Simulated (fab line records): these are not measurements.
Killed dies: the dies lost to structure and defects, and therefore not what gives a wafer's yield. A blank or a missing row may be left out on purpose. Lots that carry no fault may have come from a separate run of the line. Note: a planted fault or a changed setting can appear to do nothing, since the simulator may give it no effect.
Matching of chambers    flow n5 finfet    4 sister chambers for N5_BEOL_M0_SAQP_STRIP_86 on rie diel-03
The step strips in N2/H2. 4 wafers are shown with their chamber, then 8 later ones without.

== WAFERS PAIRED WITH THEIR CHAMBERS ==
wafer   chamber  drypump motor current A (A)
L081.6  1        5.9
L087.1  3        5.8
L087.5  2        5.4
L093.2  0        5.2

== WAFERS MISSING THEIR CHAMBER ==
wafer   drypump motor current A (A)
L093.4  5.5
L093.6  5.8
L094.1  5.2
L094.5  5.2
L094.6  5.8
L096.3  5.4
L096.4  5.8
L096.5  5.2

== THE CHAMBER EACH PASSED THROUGH ==
wafer   from the rows above  in truth
L093.4  2                    2
L093.6  3                    3
L094.1  0                    0
L094.5  0                    0
L094.6  3                    3
L096.3  2                    2
L096.4  3                    3
L096.5  0                    0
Placed correctly: 8 of 8. From these rows, 0 cannot be placed. Wrongly placed: 0.
How it was worked out, from the rows above alone: a wafer's distance from a chamber is the root of the sum, over the readings, of the square of ((its reading less the chamber's mean) divided by the reading's scatter). The wafer belongs to the nearest chamber; if the next one is less than 2 further off, it can't be placed. The mean given for a chamber averages the wafers shown for that chamber. The scatter: root of mean squared gap, hidden wafer to nearest shown wafer, with one shown wafer a chamber.
